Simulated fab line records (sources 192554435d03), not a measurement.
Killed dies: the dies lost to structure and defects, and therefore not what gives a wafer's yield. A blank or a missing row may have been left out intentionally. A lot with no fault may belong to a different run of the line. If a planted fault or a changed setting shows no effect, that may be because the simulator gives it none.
Comparing a struck lot with a sound one | flow n5 finfet | 26 steps out of a route of 1938
Sound: wafers L416.1, L416.3, L416.4. Struck: wafers L426.2, L426.3, L426.5. The cause is named last.
For every step that has rows: the tool of each side, followed by ch and its chambers, followed by its first start. Under that, the readings that differ: sound wafers | struck wafers | difference of the means | sigmas: that difference in standard deviations of wafers without a fault.
alike: a reading whose means differ by less than 2 such deviations, as well as words and numbers matching on both sides. not compared: withheld readings; readings where some wafer has no value; bounds like >300 that might hide an equal value; numbers whose values overlap and for which the record gives no deviation.
A row with sigmas, a row that says differs or no value, or rows on one side alone: a step with any of these is where the two part. Non-overlapping numbers with no deviation appear without sigmas and do not part them. Lack of a reading on every wafer of one side parts them only where that side has two or more wafers.

N5_BEOL_M15_OVL_MEAS_11:
  sound on overlay-02 ch 0, day 12 17:26; struck on overlay-01 ch 0, day 17 11:16
  alike: V14_OVL
N5_BEOL_M15_INSPECT_12: inspects for defects (macro).
  struck on defect inspect-02, day 17 11:17; sound on defect inspect-01, day 12 17:27
  alike: raw defect count
N5_BEOL_M15_DESCUM_15: chemistry O2, time 7.9 s.
  sound on rie diel-02 ch 1,2,3, day 12 17:29; struck on rie diel-03 ch 0,3, day 17 11:19
  alike: drypump motor current A, oes product au, rf vpp V, showerhead plenum p Torr, throttle valve pct
  not compared: rf hours counter h
then, 1 step without rows for these wafers: N5_BEOL_M15_ETCH_59 (etches BARC in N2/H2, target depth 89 nm, overetch 26.7 nm, time 67.9 s).
N5_BEOL_M15_VIA_ETCH_16: etches SiO2 in C4F8/O2/Ar, target depth 1792.2 nm.
  sound on rie diel-02 ch 1,2,3, day 12 17:34; struck on rie diel-03 ch 0,3, day 17 11:25
  alike: drypump motor current A, oes_o_777_au, oes product au, rf vpp V, showerhead plenum p Torr, throttle valve pct
N5_BEOL_M15_STRIP_63: strips in O2.
  sound: rie diel-02 ch 1,2,3; struck: rie diel-03 ch 0,3
  alike: drypump motor current A, oes product au, rf vpp V, showerhead plenum p Torr, throttle valve pct
  not compared: rf hours counter h
N5_BEOL_M15_STRIP_64: strips in O2.
  sound: rie diel-02 ch 1,2,3; struck: rie diel-03 ch 0,3
  alike: drypump motor current A, oes product au, rf vpp V, showerhead plenum p Torr, throttle valve pct
  not compared: rf hours counter h
then, 2 steps without rows for these wafers: N5_BEOL_M15_STRIP_65 (strips in post etch residue remover, time 60 s); N5_BEOL_M15_SRD_66 (time 30 s, dry time 30 s).
N5_BEOL_M15_CD_MEAS_17 targets a cd of 360 nm.
  struck on cd sem-02, day 17 11:49; sound on cd sem-02, day 12 17:59
  alike: cd nm
then, 1 step without rows for these wafers: N5_BEOL_M15_COAT_56 (time 60 s, resist thk 550 nm).
N5_BEOL_M15_ETCH_57: etches SOC in N2/H2, time 750 s.
  sound on rie diel-02 ch 0,2,3, day 12 18:07; struck on rie diel-03 ch 0,2, day 17 12:08
  alike: drypump motor current A, oes product au, rf vpp V, showerhead plenum p Torr, throttle valve pct
  not compared: rf hours counter h
N5_BEOL_M15_COAT_60: time 60 s, resist thk 89 nm.
  sound on litho track-04 ch 0, day 12 18:37; struck on litho track-04 ch 0, day 17 12:38
  reading                                    | sound                | struck               | difference | sigmas
  spin speed rpm (rpm)                       | 1499.4 1499.4 1500.5 | 1828.7 1828.6 1828.2 | +328.7     | +99 or more
  model.BARC_of_BEOL_M15_COAT_60.thk nm (nm) | 89.6 89.4 89.4       | 80.8 80.8 80.6       | -8.7       |
  alike: dispense pressure kPa
then, 7 steps without rows for these wafers: N5_BEOL_M15_COAT_22 (resist thk 800 nm); N5_BEOL_M15_EBR_24; N5_BEOL_M15_SOFTBAKE_23 (time 60 s); N5_BEOL_M15_EXPOSE_25 (exposes mask M15, target cd 400 nm); N5_BEOL_M15_PEB_26 (peb time 90 s); N5_BEOL_M15_DEVELOP_27 (develop time 45 s); N5_BEOL_M15_HARDBAKE_32 (time 120 s).
N5_BEOL_M15_CD_MEAS_28 targets a cd of 407.6 nm.
  sound on cd sem-03 ch 0, day 12 18:53; struck on cd sem-03 ch 0, day 17 13:02
  alike: cd nm
N5_BEOL_M15_OVL_MEAS_29:
  sound on overlay-01 ch 0, day 12 18:55; struck on overlay-01 ch 0, day 17 13:04
  alike: M15_OVL
N5_BEOL_M15_INSPECT_30: inspects for defects (macro).
  struck on defect inspect-01, day 17 13:05; sound on defect inspect-02, day 12 18:56
  alike: raw defect count
then, 1 step without rows for these wafers: N5_BEOL_M15_DESCUM_33 (chemistry O2, time 7.9 s).
N5_BEOL_M15_ETCH_61: etches BARC in N2/H2, target depth 89 nm, overetch 26.7 nm, time 67.9 s.
  sound on rie diel-03 ch 2,3, day 12 19:01; struck on rie diel-03 ch 0,2,3, day 17 14:11
  reading                  | sound             | struck            | difference | sigmas
  model.etch.depth nm (nm) | 89.57 89.38 89.42 | 80.74 80.75 80.61 | -8.76      |
  alike: drypump motor current A, oes product au, rf vpp V, showerhead plenum p Torr, throttle valve pct
  not compared: rf hours counter h
then, 1 step without rows for these wafers: N5_BEOL_M15_TRENCH_ETCH_34 (etches SiO2 in C4F8/O2/Ar, target depth 872.93 nm, time 199 s).

## WHERE THEY PART
Only at N5_BEOL_M15_COAT_60, as far as this record shows. Later steps at which nothing parts them and some readings are alike: N5_BEOL_M15_CD_MEAS_28, N5_BEOL_M15_OVL_MEAS_29, N5_BEOL_M15_INSPECT_30, N5_BEOL_M15_ETCH_61.

WHY: the cause the simulator had injected
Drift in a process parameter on litho track-04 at N5_BEOL_M15_COAT_60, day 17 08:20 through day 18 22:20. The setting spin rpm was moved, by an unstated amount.
